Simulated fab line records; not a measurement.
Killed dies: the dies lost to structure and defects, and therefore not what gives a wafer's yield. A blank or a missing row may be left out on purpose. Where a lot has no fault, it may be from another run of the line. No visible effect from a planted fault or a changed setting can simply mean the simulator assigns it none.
The same fault as seen by 3 desks	flow n5_finfet	every desk sees just its own numbers, and what lay behind them comes last

== THE METROLOGY DESK ==
What the gauges read, lot by lot, whatever tool the lot ran on: means of the sampled wafers that have a number. The brackets show how far a lot's mean lies from the usual mean; more than 4 standard deviations puts the lot out of limits, marked OUT. Of its 11 readings 7 are shown: those that lie furthest out on some lot.
Columns: A = IOFF_N at N5_BEOL_M4_RC_MEAS_101, usual 0.169 nA/um; B = IOFF_P at N5_BEOL_M4_RC_MEAS_101, usual 0.206 nA/um; C = ION_N at N5_BEOL_M4_RC_MEAS_101, usual 679 uA/um; D = SS_N at N5_BEOL_M4_RC_MEAS_101, usual 71.6 mV/dec; E = SS_P at N5_BEOL_M4_RC_MEAS_101, usual 73.3 mV/dec; F = VT_N at N5_BEOL_M4_RC_MEAS_101, usual 248.8 mV; G = VT_P at N5_BEOL_M4_RC_MEAS_101, usual -251 mV
lot	first seen here	A	B	C	D	E	F	G
L580	day 9 01:16	0.151	0.167	674	70.6	73.0	250.7	-256
L582	day 9 04:16	0.184	0.198	683	72.0	73.3	246.0	-250
L587	day 10 13:47	0.156	0.192	667	71.8	73.8	250.0	-251
L586	day 10 17:35	0.197	0.245	683	71.8	74.0	246.1	-249
L588	day 11 15:02	0.173	0.224	680	72.1	73.1	247.4	-251
L591	day 12 00:11	0.170	0.219	684	71.5	73.4	247.6	-250
L592	day 12 01:35	0.166	0.226	675	72.0	73.3	250.0	-248
L595	day 12 14:08	0.153	0.181	667	71.2	73.5	252.0	-255
L594	day 13 08:59	0.214	0.238	692	72.4	74.2	245.0	-249
L598	day 13 16:56	0.177	0.197	676	72.0	72.9	248.3	-250
This desk's finding: nothing out of limits on any of the 10 lots.

== DESK OF THE TOOL OWNER: cvd_co-02 ==
The tool's own readings at N5_BEOL_M4_CO_CAP_55 (material Co, precursor CCTBA/H2, target thk 2 nm, time 102.1 s): means of the sampled wafers that have a number, for each lot that ran on this tool. The brackets show how far a lot's mean lies from the usual mean; more than 4 standard deviations puts the lot out of limits, marked OUT.
Columns: A = heater_power_w at N5_BEOL_M4_CO_CAP_55, usual 228 W; B = run_length_s at N5_BEOL_M4_CO_CAP_55, usual 124.8 s
lot	first seen here	A	B
L580	day 9 01:01	207	124.5
L582	day 9 03:52	223	124.5
L587	day 10 13:32	241	124.8
L586	day 10 17:11	225	124.9
L588	day 11 14:48	231	124.7
L591	day 11 23:39	220	124.7
L592	day 12 01:21	226	124.6
L595	day 12 13:36	254	125.4
L594	day 13 08:44	201	124.5
L598	day 13 16:32	196	169.8 (+99 or more) OUT
This desk's finding: out of limits on L598; first on L598, day 13 16:32 (run_length_s at N5_BEOL_M4_CO_CAP_55). L580, L582, L587, L586, L588, L591, L592, L595, L594 stayed within limits.

== THE DEFECT DESK ==
Counts from the inspections along the route, per lot, as means over the sampled wafers that have a number. The brackets show how far a lot's mean lies from the usual mean; more than 4 standard deviations puts the lot out of limits, marked OUT.
Columns: A = raw_defect_count at N5_BEOL_M4_INSPECT_59, usual 66
lot	first seen here	A
L580	day 9 01:14	66
L582	day 9 04:05	67
L587	day 10 13:45	68
L586	day 10 17:25	59
L588	day 11 15:01	72
L591	day 11 23:52	74
L592	day 12 01:34	44
L595	day 12 13:49	119
L594	day 13 08:56	62
L598	day 13 16:46	56
This desk's finding: nothing out of limits on any of the 10 lots.

== PUT TOGETHER ==
At day 13 16:32, on L598, the tool owner's desk was in a position to raise an alarm.
From the metrology desk's view, nothing was out of limits.
No out-of-limits result turned up at the defect desk.
The metrology desk holds a record of L598, inside its limits.
The defect desk has L598 on record, within its limits.
On cvd_co-02, each named lot ran N5_BEOL_M4_CO_CAP_55.

== WHAT HAD BEEN PUT IN BY THE SIMULATOR ==
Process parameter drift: cvd_co-02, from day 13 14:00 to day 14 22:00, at N5_BEOL_M4_CO_CAP_55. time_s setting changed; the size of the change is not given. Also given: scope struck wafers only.
Lots struck among those shown: L598.
Hours from the fault's start to each desk's first reading out of limits: the tool owner's desk, 3.
